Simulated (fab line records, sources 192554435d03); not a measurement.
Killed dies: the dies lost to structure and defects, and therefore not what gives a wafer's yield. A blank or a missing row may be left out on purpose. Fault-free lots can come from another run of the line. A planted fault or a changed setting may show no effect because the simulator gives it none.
Matching of chambers | flow n5Finfet | 4 sister chambers for N5_BEOL_M3_STRIP_36 on rieDiel-04
The step strips in N2/H2. 16 wafers are shown with their chamber, then 8 later ones without.

## WAFERS PAIRED WITH THEIR CHAMBERS
wafer  | chamber | showerheadPlenumPTorr (Torr) | throttleValvePct (%) | oesProductAu (a.u.)
L078.1 | 2       | 2.42                         | 23.85                | 0.69
L078.2 | 1       | 2.62                         | 23.33                | 0.71
L078.4 | 0       | 2.57                         | 23.73                | 0.84
L080.4 | 1       | 2.61                         | 23.35                | 0.71
L080.5 | 0       | 2.56                         | 23.76                | 0.84
L080.6 | 1       | 2.61                         | 23.32                | 0.72
L082.1 | 2       | 2.41                         | 23.84                | 0.68
L082.4 | 0       | 2.56                         | 23.75                | 0.83
L082.5 | 1       | 2.61                         | 23.37                | 0.72
L085.1 | 3       | 2.61                         | 23.78                | 0.68
L085.2 | 2       | 2.41                         | 23.82                | 0.69
L085.4 | 0       | 2.56                         | 23.75                | 0.83
L086.2 | 1       | 2.61                         | 23.36                | 0.71
L086.3 | 3       | 2.61                         | 23.80                | 0.69
L086.6 | 3       | 2.61                         | 23.77                | 0.69
L088.3 | 3       | 2.61                         | 23.78                | 0.70

SIGNATURES (averages over the wafers above)
reading               | chamber 0 | chamber 1 | chamber 2 | chamber 3 | scatter within a chamber
showerheadPlenumPTorr | 2.5625    | 2.6120    | 2.4133    | 2.6100    | 0.0043
throttleValvePct      | 23.7475   | 23.3460   | 23.8367   | 23.7825   | 0.0162
oesProductAu          | 0.8350    | 0.7140    | 0.6867    | 0.6900    | 0.00637
Rule: for a wafer and a chamber, the distance is found by dividing, reading by reading, the gap between the wafer's reading and the chamber's mean by the reading's scatter, squaring, summing and taking the root. The wafer belongs to the nearest chamber; if the next one is less than 2 further off, it can't be placed. The scatter is the square root of a quotient: the sum, over the shown wafers, of each reading's squared deviation from its chamber's mean, divided by wafers minus chambers.

## WAFERS WITH NO CHAMBER GIVEN
wafer  | showerheadPlenumPTorr (Torr) | throttleValvePct (%) | oesProductAu (a.u.)
L088.4 | 2.41                         | 23.82                | 0.69
L088.6 | 2.61                         | 23.81                | 0.69
L089.1 | 2.61                         | 23.81                | 0.69
L089.2 | 2.61                         | 23.35                | 0.70
L089.3 | 2.56                         | 23.79                | 0.82
L091.2 | 2.61                         | 23.80                | 0.70
L091.4 | 2.56                         | 23.76                | 0.83
L091.6 | 2.56                         | 23.76                | 0.82

## CHAMBER TAKEN BY EACH
wafer  | from the rows above | in truth
L088.4 | 2                   | 2
L088.6 | 3                   | 3
L089.1 | 3                   | 3
L089.2 | 1                   | 1
L089.3 | 0                   | 0
L091.2 | 3                   | 3
L091.4 | 0                   | 0
L091.6 | 0                   | 0
Placed correctly: 8 of 8. From these rows, 0 cannot be placed. Number placed wrongly: 0.
